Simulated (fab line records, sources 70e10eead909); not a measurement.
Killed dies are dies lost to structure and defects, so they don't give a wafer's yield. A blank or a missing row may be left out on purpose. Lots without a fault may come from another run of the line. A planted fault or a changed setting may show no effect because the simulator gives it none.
Chamber matching | flow nand_harc | NHARC_P_M2_STRIP_18 on rie_diel-08: 4 sister chambers
The step strips in N2/H2. 4 wafers are shown with their chamber, then 8 later ones without.

WAFERS WITH THEIR CHAMBER
wafer  | chamber | showerhead_plenum_p_Torr (Torr)
L084.6 | 3       | 2.06
L085.5 | 0       | 2.17
L085.6 | 1       | 1.97
L090.1 | 2       | 1.94

WAFERS WITHOUT THEIR CHAMBER
wafer  | showerhead_plenum_p_Torr (Torr)
L090.2 | 2.06
L090.3 | 2.17
L094.1 | 1.94
L094.2 | 1.97
L094.4 | 2.17
L096.2 | 2.06
L096.4 | 2.17
L096.6 | 1.96

WHICH CHAMBER EACH WENT THROUGH
wafer  | from the rows above | in truth
L090.2 | 3                   | 3
L090.3 | 0                   | 0
L094.1 | 2                   | 2
L094.2 | 1                   | 1
L094.4 | 0                   | 0
L096.2 | 3                   | 3
L096.4 | 0                   | 0
L096.6 | 1                   | 1
Placed correctly: 8 of 8. Can't be placed from these rows: 0. Placed wrongly: 0.
How it was worked out, from the rows above alone: a wafer's distance from a chamber is the root of the sum, over the readings, of the square of ((its reading less the chamber's mean) divided by the reading's scatter). The wafer belongs to the nearest chamber; if the next one is less than 2 further off, it can't be placed. A chamber's mean is the mean of its shown wafers. The scatter: with one shown wafer a chamber, the root of the mean of the squares of how far each hidden wafer lies from its nearest shown one.
